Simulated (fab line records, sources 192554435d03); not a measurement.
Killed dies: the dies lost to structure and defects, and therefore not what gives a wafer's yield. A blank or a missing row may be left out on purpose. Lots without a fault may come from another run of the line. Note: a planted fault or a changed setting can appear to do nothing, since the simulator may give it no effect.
fab line records	flow n5Finfet
[record] lots = 6	wafers = 18	lastDay = 18
route steps=1938 shown PMOS_HMC_CHANNEL_EPI@66 BEOL_M4@1111 PASSIVATION@1936
lots with no fault: from the same line, run without faults
startH: the number of hours between the record's first day and the start of the first shown wafer of the lot	waitH: how many hours have passed since the lot's step before this one	" the same as in the row above	L1.1+2: a row that stands for several wafers	- no value, or no start given	* or withheld: withheld	< > ~ a bound
route shown NAME@n: a module of which the file shows steps, and the number in the route of the first	usual: mean/standard deviation of fault-free wafers	same: alike in all rows	chamber/n: place in a boat	sites: per-site readings	_std_site: how widely they spread, as a standard deviation	_edge_site: outer sites' mean less inner sites'	radiusMm: how far each site lies from the wafer's centre	mask NAME#n: copy n	behind: the last tool/chamber to shape the wafer	hold: cause of the lot's hold/its duration in hours/its outcome	device: the n, p or np transistor that did not switch	end of line: at the end of the route, the tests of the same wafers	step lacking rows: just its recipe	killed: dies that structure and defects cost at the first sort, which is not the same as the wafer's yield	map: per-die view of a wafer (x killed, . not killed, _ where there is no die)
set.NAME: the setting that was run; set.NAME@STEP: the one run at that earlier step	model.NAME: the simulator's own value behind a step, which no gauge read
lots seen at some steps along the route; tables by step, rows by wafer
services: a tool's chamber out of use, with start hour (startH, from the record's first day; less than 0 if before it), hours out, and reason
[[steps]]
[step N5_PMOS_HMC_CHANNEL_EPI_OVL_MEAS_10]
[recipe] pointsPerWafer = 44
[usual] PMOS_HMC_BLK_OVL = 0.2/0.79
lot.wafer	tool	chamber	startH	waitH	PMOS_HMC_BLK_OVL[nm]
L953.1	overlay-02	0	35.27	0.0	-0.5
L953.2	"	0	"	"	-0.5
L953.3	"	0	"	"	-1.1
L954.1	overlay-02	0	41.11	0.0	1.1
L954.2	"	0	"	"	-0.8
L954.3	"	0	"	"	0.1
L966.3	overlay-02	0	113.07	0.0	-0.2
L966.4	"	0	"	"	0.2
L966.5	"	0	"	"	-0.1
L969.2	overlay-01	0	132.12	0.0	-0.4
L969.5	"	0	"	"	-1.1
L969.6	"	0	"	"	0.2
L971.1	overlay-01	0	142.80	0.0	0.9
L971.3	"	0	"	"	0.4
L971.4	"	0	"	"	-0.3
L973.3	overlay-02	0	155.27	0.0	0.5
L973.5	"	0	"	"	0.2
L973.6	"	0	"	"	2.1
[step N5_PMOS_HMC_CHANNEL_EPI_INSPECT_11]
[recipe] mode = adi	inspectInstrument = macro
[usual] rawDefectCount = 2.1/1.7
lot.wafer	tool	chamber	startH	waitH	rawDefectCount
L953.1	defectInspect-02	-	35.29	0.0	3
L953.2	"	-	"	"	5
L953.3	"	-	"	"	1
L954.1	defectInspect-02	-	41.13	0.0	0
L954.2	"	-	"	"	1
L954.3	"	-	"	"	6
L966.3	defectInspect-02	-	113.10	0.0	3
L966.4	"	-	"	"	0
L966.5	"	-	"	"	2
L969.2	defectInspect-01	-	132.15	0.0	1
L969.5	"	-	"	"	1
L969.6	"	-	"	"	1
L971.1	defectInspect-01	-	142.83	0.0	0
L971.3	"	-	"	"	2
L971.4	"	-	"	"	0
L973.3	defectInspect-02	-	155.30	0.0	3
L973.5	"	-	"	"	3
L973.6	"	-	"	"	5
[step N5_PMOS_HMC_CHANNEL_EPI_DESCUM_14]
[recipe] chemistry = O2	timeS = 7.9	sourcePowerW = 50	biasPowerW = 20	pressureMtorr = 20	rfFrequencyHz = 2.712e+07	tempC = 40	resist = CAR-ArF-block	o2FlowSccm = 225
[usual] drypumpMotorCurrentA = 5.8/0.34	oesProductAu = 0.77/0.088	rfVppV = 243.5/1.1	showerheadPlenumPTorr = 2.11/0.052	throttleValvePct = 20.49/0.28
lot.wafer	tool	chamber	startH	waitH	drypumpMotorCurrentA	oesProductAu	rfHoursCounterH	rfVppV	showerheadPlenumPTorr	throttleValvePct
L953.1	rieDiel-04	3	35.32	0.0	5.4	0.84	73	243.3	2.12	20.32
L953.2	"	2	"	"	5.6	0.86	57	242.1	2.03	20.32
L953.3	"	0	"	"	6.3	0.69	209	242.0	2.07	20.82
L954.1	rieDiel-06	3	41.17	0.0	5.8	0.67	230	243.7	2.15	20.32
L954.2	"	2	"	"	5.2	0.88	35	243.7	2.13	20.56
L954.3	"	1	"	"	5.9	0.72	185	242.0	2.08	20.92
L966.3	rieDiel-03	0	113.13	0.0	5.6	0.94	27	242.4	2.04	19.78
L966.4	"	3	"	"	6.3	0.78	-	246.8	2.19	20.34
L966.5	"	1	"	"	6.1	0.76	-	244.2	2.18	20.81
L969.2	rieDiel-06	0	132.37	0.2	5.7	0.70	212	244.0	2.17	20.49
L969.5	"	2	"	"	5.2	0.84	-	242.7	2.12	20.60
L969.6	"	0	"	"	5.8	0.70	-	245.2	2.17	20.49
L971.1	rieDiel-03	2	142.86	0.0	6.3	0.98	5	242.2	2.06	20.21
L971.3	"	3	"	"	6.3	0.77	145	244.0	2.18	20.35
L971.4	"	0	"	"	5.6	0.91	-	241.3	2.04	19.81
L973.3	rieDiel-06	0	155.33	0.0	5.7	0.68	220	246.2	2.17	20.50
L973.5	"	1	"	"	5.9	0.70	-	243.4	2.08	20.95
L973.6	"	0	"	"	5.8	0.70	-	243.9	2.17	20.51
[step N5_PMOS_HMC_CHANNEL_EPI_ETCH_32]
[recipe] chemistry = N2/H2	target = BARC	stopOn = SiO2	targetDepthA = 858	overEtchFrac = 0.3	timeS = 50.3	ionEnergyEv = 200	maskMaterial = CAR-ArF-block	pressureMtorr = 30	sourceW = 840	biasW = 150	n2FlowSccm = 200	h2FlowSccm = 200
[step N5_PMOS_HMC_CHANNEL_EPI_HM_OPEN_15]
[recipe] chemistry = CHF3/O2	target = SiO2	maskMaterial = CAR-ArF-block	targetDepthA = 406	CHF3_flow_sccm = 50	O2_flow_sccm = 5	Ar_flow_sccm = 200	timeS = 20.3	pressureMtorr = 30	sourceW = 650	biasW = 170	ionEnergyEv = 200
[usual] drypumpMotorCurrentA = 5.8/0.34	oesProductAu = 0.77/0.088	rfVppV = 525/6.4	showerheadPlenumPTorr = 2.43/0.056	throttleValvePct = 18.95/0.28
lot.wafer	tool	chamber	startH	waitH	drypumpMotorCurrentA	oesProductAu	rfHoursCounterH	rfVppV	showerheadPlenumPTorr	throttleValvePct
L953.1	rieDiel-04	3	35.40	0.0	5.4	0.83	73	529	2.44	18.79
L953.2	"	2	"	"	5.6	0.87	57	518	2.35	18.80
L953.3	"	0	"	"	6.3	0.69	209	522	2.39	19.30
L954.1	rieDiel-06	3	41.24	0.0	5.8	0.68	230	518	2.47	18.81
L954.2	"	2	"	"	5.2	0.89	35	532	2.45	19.01
L954.3	"	1	"	"	5.9	0.73	185	534	2.40	19.36
L966.3	rieDiel-03	0	113.20	0.0	5.6	0.94	27	520	2.36	18.30
L966.4	"	3	"	"	6.3	0.78	-	521	2.52	18.82
L966.5	"	1	"	"	6.1	0.76	-	530	2.51	19.28
L969.2	rieDiel-06	0	132.45	0.0	5.7	0.70	212	531	2.48	18.90
L969.5	"	2	"	"	5.2	0.85	-	533	2.43	19.03
L969.6	"	0	"	"	5.7	0.71	-	530	2.48	18.90
L971.1	rieDiel-03	2	142.94	0.0	6.3	0.97	5	515	2.37	18.59
L971.3	"	3	"	"	6.3	0.77	145	520	2.51	18.84
L971.4	"	0	"	"	5.6	0.91	-	520	2.36	18.31
L973.3	rieDiel-06	0	155.41	0.0	5.7	0.70	220	531	2.47	18.91
L973.5	"	1	"	"	5.9	0.71	-	533	2.39	19.41
L973.6	"	0	"	"	5.7	0.70	-	531	2.47	18.89
[step N5_PMOS_HMC_CHANNEL_EPI_STRIP_33]
[recipe] chemistry = N2/H2	powerW = 500	tempC = 40	pressureMtorr = 50	rfFrequencyHz = 6e+07	overashFraction = 0.3	biasPowerW = 8	h2Frac = 0.5	n2FlowSccm = 300	h2FlowSccm = 300
[usual] drypumpMotorCurrentA = 5.8/0.34	oesProductAu = 0.77/0.088	rfVppV = 54.4/1.5	showerheadPlenumPTorr = 3.39/0.078	throttleValvePct = 19.1/0.34
lot.wafer	tool	chamber	startH	waitH	drypumpMotorCurrentA	oesProductAu	rfHoursCounterH	rfVppV	showerheadPlenumPTorr	throttleValvePct
L953.1	rieDiel-04	3	35.46	0.0	5.5	0.83	73	54.8	3.39	18.7
L953.2	"	2	"	"	5.6	0.86	57	54.8	3.28	19.4
L953.3	"	0	"	"	6.3	0.70	209	51.9	3.33	19.4
L954.1	rieDiel-06	3	41.30	0.0	5.8	0.68	230	54.9	3.46	19.0
L954.2	"	2	"	"	5.2	0.88	35	54.4	3.42	19.1
L954.3	"	1	"	"	5.9	0.73	185	54.6	3.33	19.5
L966.3	rieDiel-03	0	113.26	0.0	5.6	0.92	27	55.2	3.29	18.2
L966.4	"	3	"	"	6.3	0.77	-	55.1	3.49	18.7
L966.5	"	1	"	"	6.1	0.77	-	56.3	3.50	19.5
L969.2	rieDiel-06	0	132.50	0.0	5.8	0.69	212	54.0	3.46	18.9
L969.5	"	2	"	"	5.2	0.85	-	56.4	3.41	19.1
L969.6	"	0	"	"	5.8	0.69	-	53.5	3.46	18.9
L971.1	rieDiel-03	2	142.99	0.0	6.3	0.99	5	53.2	3.29	19.0
L971.3	"	3	"	"	6.3	0.77	145	52.9	3.48	18.7
L971.4	"	0	"	"	5.7	0.92	-	55.0	3.29	18.2
L973.3	rieDiel-06	0	155.46	0.0	5.8	0.69	220	53.8	3.46	18.9
L973.5	"	1	"	"	5.9	0.71	-	52.8	3.32	19.5
L973.6	"	0	"	"	5.8	0.69	-	54.5	3.46	18.9
[step N5_PMOS_HMC_CHANNEL_EPI_STRIP_17]
[recipe] chemistry = SPM	timeS = 750	tempC = 130	h2so4H2o2VolRatio = 4	dry = ipaMarangoni
[step N5_PMOS_HMC_CHANNEL_EPI_ETCH_38]
[recipe] chemistry = CF4	target = SiO2	targetDepthA = 15	ionEnergyEv = 350	pressureMtorr = 10	icpW = 800	biasW = 400	cf4FlowSccm = 80
[usual] drypumpMotorCurrentA = 5.7/0.39	oesProductAu = 1.004/0.02	throttleValvePct = 21.77/0.2
lot.wafer	tool	chamber	startH	waitH	drypumpMotorCurrentA	oesProductAu	rfHoursCounterH	throttleValvePct
L953.1	rieSi-05	0	35.76	0.0	6.2	0.995	95	22.01
L953.2	"	2	"	"	6.2	1.008	180	22.05
L953.3	"	1	"	"	6.2	1.018	51	22.03
L954.1	rieSi-02	0	41.85	0.0	5.2	0.991	56	21.89
L954.2	"	2	"	"	5.7	0.985	127	21.70
L954.3	"	3	"	"	5.3	1.033	154	21.62
L966.3	rieSi-05	1	113.56	0.0	6.2	1.015	53	22.02
L966.4	"	3	"	"	5.2	1.007	-	21.70
L966.5	"	0	"	"	6.2	0.999	-	22.01
L969.2	rieSi-02	3	132.80	0.0	5.3	1.026	155	21.63
L969.5	"	1	"	"	6.1	0.970	-	21.62
L969.6	"	2	"	"	5.7	0.971	-	21.71
L971.1	rieSi-06	1	143.30	0.0	5.7	1.034	145	21.75
L971.3	"	2	"	"	5.7	0.988	19	22.04
L971.4	"	3	"	"	6.2	1.032	136	21.35
L973.3	rieSi-02	2	155.77	0.0	5.7	0.989	129	21.70
L973.5	"	1	"	"	6.1	0.993	-	21.62
L973.6	"	0	"	"	5.2	0.992	-	21.88
[step N5_PMOS_HMC_CHANNEL_EPI_FIN_RECESS_16]
[recipe] chemistry = HBr/Cl2	target = Si	maskMaterial = SiO2	targetDepthA = 540	timeS = 18	pressureMtorr = 10	icpW = 800	biasW = 75	HBr_flow_sccm = 150	Cl2_flow_sccm = 80
[step N5_PMOS_HMC_CHANNEL_EPI_PRECLEAN_36]
[recipe] chemistry = O3/DIW	timeS = 45	tempC = 22	o3Ppm = 10
[step N5_PMOS_HMC_CHANNEL_EPI_PRECLEAN_18]
[recipe] chemistry = DHF	timeS = 30	tempC = 25	dilution = withheld
[step N5_PMOS_HMC_CHANNEL_EPI_SRD_19]
[recipe] dry = ipaMarangoni	doPpb = 5	timeS = 30	tempC = 23	rinseLiquid = diw
[step N5_PMOS_HMC_CHANNEL_EPI_EPI_20]
[recipe] material = SiGe30	maskMaterial = SiO2	pressureTorr = 20	targetThkA = 590	tempC = 600
[usual] chamberPressureTorr = 20.00/0.04
lot.wafer	tool	chamber	startH	waitH	chamberPressureTorr
L953.1	epiRpcvd-03	0	35.95	0.0	20.04
L953.2	"	0	"	"	20.02
L953.3	"	0	"	"	20.00
L954.1	epiRpcvd-03	0	42.04	0.0	20.06
L954.2	"	0	"	"	20.02
L954.3	"	0	"	"	20.03
L966.3	epiRpcvd-03	0	114.15	0.4	20.00
L966.4	"	0	"	"	19.92
L966.5	"	0	"	"	20.00
L969.2	epiRpcvd-03	0	133.20	0.2	20.01
L969.5	"	0	"	"	20.10
L969.6	"	0	"	"	20.12
L971.1	epiRpcvd-04	0	143.49	0.0	20.07
L971.3	"	0	"	"	20.03
L971.4	"	0	"	"	19.99
L973.3	epiRpcvd-04	0	156.50	0.6	20.02
L973.5	"	0	"	"	20.02
L973.6	"	0	"	"	20.01
[step N5_PMOS_HMC_CHANNEL_EPI_HM_STRIP_35]
[recipe] chemistry = dHF	tempC = 25	material = SiO2	target = SiO2	targetDepthA = 396	timeS = 216
[step N5_PMOS_HMC_CHANNEL_EPI_SRD_39]
[recipe] dry = ipaMarangoni	timeS = 30	tempC = 23	rinseLiquid = diw
[step N5_PMOS_HMC_CHANNEL_EPI_CMP_21]
[recipe] material = SiGe30	postCmpClean = alkalineBrush	targetThkNm = 54
[usual] motorCurrentA = 12.1/1.5
lot.wafer	tool	chamber	startH	waitH	motorCurrentA
L953.1	cmp-03	0	37.91	0.2	12.5
L953.2	"	1	"	"	10.6
L953.3	"	2	"	"	13.6
L954.3	cmp-04	2	43.38	0.0	11.0
L954.2	"	0	"	"	11.6
L954.1	"	1	"	"	12.1
L966.3	cmp-03	1	115.18	0.1	10.7
L966.4	"	2	"	"	14.2
L966.5	"	3	"	"	15.4
L969.2	cmp-02	0	134.41	0.1	10.6
L969.6	"	2	"	"	11.0
L969.5	"	3	"	"	12.0
L971.3	cmp-04	0	145.22	0.0	11.9
L971.1	"	1	"	"	12.4
L971.4	"	3	"	"	10.8
L973.3	cmp-03	1	157.82	0.1	10.4
L973.6	"	2	"	"	13.8
L973.5	"	3	"	"	14.9
[step N5_PMOS_HMC_CHANNEL_EPI_THK_MEAS_22]
[recipe] reads = SiGe30_of_PMOS_HMC_CHANNEL_EPI_EPI_20
[usual] HMC_CMP_THK = 54.1/0.5
lot.wafer	tool	chamber	startH	waitH	HMC_CMP_THK[nm]
L953.1	filmMetro-01	-	38.17	-	54.0
L953.2	"	-	"	"	54.0
L953.3	"	-	"	"	54.1
L954.1	filmMetro-01	-	43.67	-	54.3
L954.2	"	-	"	"	53.4
L954.3	"	-	"	"	54.0
L966.3	filmMetro-02	-	115.40	-	46.9
L966.4	"	-	"	"	46.2
L966.5	"	-	"	"	46.4
L969.2	filmMetro-01	-	134.62	-	47.9
L969.5	"	-	"	"	47.3
L969.6	"	-	"	"	47.1
L971.1	filmMetro-01	-	145.52	-	54.6
L971.3	"	-	"	"	54.6
L971.4	"	-	"	"	55.9
L973.3	filmMetro-02	-	158.00	-	54.7
L973.5	"	-	"	"	53.9
L973.6	"	-	"	"	54.4
[step N5_PMOS_HMC_CHANNEL_EPI_PRECLEAN_40]
[recipe] chemistry = DHF	timeS = 30	tempC = 25	dilution = withheld
[step N5_BEOL_M4_RC_MEAS_101]
[usual] DIBL_N = 36.5/1.4	DIBL_P = 36.5/1.6	IOFF_N = 0.163/0.022	IOFF_P = 0.219/0.029	ION_N = 675/8.3	ION_P = 464/6.2	SS_N = 71.5/0.52	SS_P = 73.4/0.57	VT_N = 249.7/2.6	VT_P = -250/3
lot.wafer	tool	chamber	startH	waitH	DIBL_N[mV/V]	DIBL_P[mV/V]	IOFF_N[nA/um]	IOFF_P[nA/um]	ION_N[uA/um]	ION_P[uA/um]	SS_N[mV/dec]	SS_P[mV/dec]	VT_N[mV]	VT_P[mV]
L953.1	prober-02	0	195.64	0.0	34.3	35.7	0.124	0.181	667	457	70.7	73.1	254.2	-253
L953.2	"	0	"	"	38.1	39.3	0.185	0.229	661	453	71.9	73.2	250.0	-252
L953.3	"	0	"	"	35.3	36.6	0.140	0.191	664	461	70.8	72.3	252.1	-255
L954.1	prober-02	0	211.17	0.0	38.2	38.6	0.206	0.228	694	472	72.3	73.5	246.4	-249
L954.2	"	0	"	"	37.8	38.0	0.199	0.217	683	460	72.3	73.4	246.4	-251
L954.3	"	0	"	"	36.4	36.6	0.180	0.203	690	464	72.2	72.8	246.1	-251
L966.3	prober-02	0	262.51	0.3	34.0	33.1	0.118	0.169	672	453	70.2	72.9	254.2	-253
L966.4	"	0	"	"	36.5	36.7	0.155	0.213	663	457	71.2	73.5	251.6	-249
L966.5	"	0	"	"	36.1	36.0	0.153	0.202	675	460	71.3	73.2	248.6	-248
L969.2	prober-02	0	285.92	0.2	37.7	37.0	0.170	0.215	675	453	71.4	73.0	249.1	-250
L969.5	"	0	"	"	37.2	36.8	0.177	0.218	685	464	71.9	73.8	246.9	-251
L969.6	"	0	"	"	37.3	36.4	0.182	0.223	681	464	71.8	72.6	246.4	-249
L971.1	prober-01	0	298.21	0.0	36.8	37.1	0.175	0.198	666	450	71.4	73.8	251.3	-254
L971.3	"	0	"	"	35.0	35.4	0.141	0.176	665	456	70.8	73.8	251.7	-255
L971.4	"	0	"	"	34.0	34.5	0.126	0.160	660	454	71.0	73.5	253.9	-253
L973.3	prober-02	0	317.03	0.3	36.0	35.2	0.146	0.213	671	470	72.1	73.3	251.6	-248
L973.5	"	0	"	"	36.0	35.6	0.148	0.219	673	463	71.5	73.5	250.7	-249
L973.6	"	0	"	"	34.4	32.7	0.123	0.188	675	471	70.1	73.1	250.2	-250
[step N5_PASSIVATION_PROBE_49]
[usual] defectLimitedYield = 91.2/1.6	killed_at_M0_to_M3 = 33/11	killed_at_M4_up = 15/6.2	killedAtContacts = 15/7.1	killedAtFrontEnd = 38/12	killedAtOther = 4/3.5	killedDies = 104/19	killedOpen = 69/14	killedShort = 34/8.5	sort_bin_5_function = 5.2/0.99	sort_bin_6_memory = 3.3/0.77	sortNPass = 1076/19	sortYieldPct = 91.2/1.6
[same] grossDies = 1180	killedAtBackSide = 0	sort_bin_4_leakage[%] = 0	sort_bin_8_speed[%] = 0
lot.wafer	tool	chamber	startH	waitH	defectLimitedYield[%]	killed_at_M0_to_M3	killed_at_M4_up	killedAtContacts	killedAtFrontEnd	killedAtOther	killedDies	killedOpen	killedShort	sort_bin_5_function[%]	sort_bin_6_memory[%]	sortNPass	sortYieldPct[%]
L953.1	prober-02	-	293.59	0.0	90.2	44	5	18	36	13	116	87	29	5.2	4.6	1064	90.2
L953.2	prober-02	-	293.64	0.1	90.2	28	9	17	53	9	116	77	39	5.5	3.7	1064	90.2
L953.3	prober-02	-	293.69	0.1	87.2	55	8	24	58	6	151	98	51	6.7	5.7	1029	87.2
L966.3	prober-02	-	370.39	0.8	90.0	48	21	8	41	0	118	74	43	5.6	4.0	1062	90.0
L966.4	prober-02	-	370.44	0.9	92.6	26	17	10	34	0	87	58	28	4.2	2.8	1093	92.6
L966.5	prober-02	-	370.49	0.9	93.2	17	13	12	37	1	80	60	18	4.7	2.0	1100	93.2
// killed by level:class
L953.1 STI_FIN_REVEAL:geometricParticle:open=17 MOL_CONTACT_COAG:geometricParticle:open=17 BEOL_M2:geometricParticle:open=15 BEOL_M1:geometricParticle:open=9 MIM_TOP_ETCH:geometricParticle:open=8 GATE_CUT:geometricParticle:open=5 BEOL_M0:geometricParticle:open=5 MIM_TOP_ETCH:geometricParticle:short=5
L953.2 STI_FIN_REVEAL:geometricParticle:open=20 MOL_CONTACT_COAG:geometricParticle:open=14 BEOL_M2:geometricParticle:open=8 BEOL_M0_SAQP:geometricParticle:short=7 FIN_SAQP:geometricParticle:open=6 STI_FIN_REVEAL:geometricParticle:short=6 BEOL_M0:geometricParticle:open=6 GATE_CUT:geometricParticle:short=5
L953.3 MOL_CONTACT_COAG:geometricParticle:open=22 STI_FIN_REVEAL:geometricParticle:open=21 BEOL_M0_SAQP:geometricParticle:short=13 BEOL_M2:geometricParticle:open=11 BEOL_M1:geometricParticle:open=10 BEOL_M0_SAQP:geometricParticle:open=9 GATE_CUT:geometricParticle:short=7 STARTING-WAFER:geometricParticle:short=7
L966.3 BEOL_M4:geometricParticle:open=12 BEOL_M2:geometricParticle:short=10 BEOL_M0:geometricParticle:open=9 BEOL_M0_SAQP:geometricParticle:short=9 DUMMY_GATE:geometricParticle:open=8 BEOL_M2:geometricParticle:open=8 MOL_CONTACT_COAG:geometricParticle:open=7 BEOL_M0_SAQP:geometricParticle:open=7
L966.4 FIN_SAQP:geometricParticle:open=12 BEOL_M4:geometricParticle:open=10 MOL_CONTACT_COAG:geometricParticle:open=8 BEOL_M2:geometricParticle:open=7 BEOL_M2:geometricParticle:short=7 STI_FIN_REVEAL:geometricParticle:open=5 FIN_SAQP:geometricParticle:short=4 BEOL_M0_SAQP:geometricParticle:short=4
L966.5 MOL_CONTACT_COAG:geometricParticle:open=12 FIN_SAQP:geometricParticle:open=10 DUMMY_GATE:geometricParticle:open=8 BEOL_M1:geometricParticle:open=6 BEOL_M4:geometricParticle:open=5 GATE_CUT:geometricParticle:short=4 FIN_SAQP:geometricParticle:short=3 BEOL_M0_SAQP:geometricParticle:open=3
[[services]]
tool	chamber	startH	hours	kind
rieDiel-03	1	16.74	2.6	repair
cmp-03	-	19.04	10.0	repair
cmp-03	-	31.37	4.0	pm
rieSi-02	0	44.25	2.0	repair
cmp-03	-	48.77	4.2	pm
cmp-03	-	54.01	1.6	repair
rieSi-05	1	59.26	2.9	repair
cmp-04	-	95.41	4.0	pm
rieDiel-03	2	103.59	-	clean
rieDiel-03	2	103.59	-	consumableReplace:focusRing
rieDiel-03	2	103.59	19.6	scheduledDown
cmp-03	-	105.77	0.9	repair
rieSi-05	2	110.76	3.6	repair
rieDiel-06	1	114.71	23.0	repair
rieDiel-06	3	114.84	4.0	repair
cmp-03	-	118.45	1.5	repair
cmp-02	-	121.46	6.8	pm
rieDiel-06	3	138.00	-	clean
rieDiel-06	3	138.00	-	consumableReplace:focusRing
rieDiel-06	3	138.00	20.4	scheduledDown
rieDiel-06	3	138.00	20.4	ventCycle
rieDiel-04	1	139.91	2.5	repair
rieDiel-03	1	140.98	6.8	repair
cmp-03	-	145.48	0.9	repair
[[key]]
[firstSign] step = N5_PMOS_HMC_CHANNEL_EPI_THK_MEAS_22	reading = HMC_CMP_THK	direction = down	sigmas = 14	usual = 54.1	struck = 47.0
effect none on later readings
metAt N5_PMOS_HMC_CHANNEL_EPI_EPI_20
struckWafers L966.3,L966.4,L966.5,L969.2,L969.5,L969.6
onsetBetween 42.04 114.15
[fault] kind = siteProfileDrift	tool = epiRpcvd-03	chamber = -	onsetH = 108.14	steps = N5_PMOS_HMC_CHANNEL_EPI_EPI_20	basis = fraction	maxAbsDrift = 0.2642	slopeSharePerHr = 58.711	sitePattern = 0,0,0,0,0,-1,-1,-1,-1
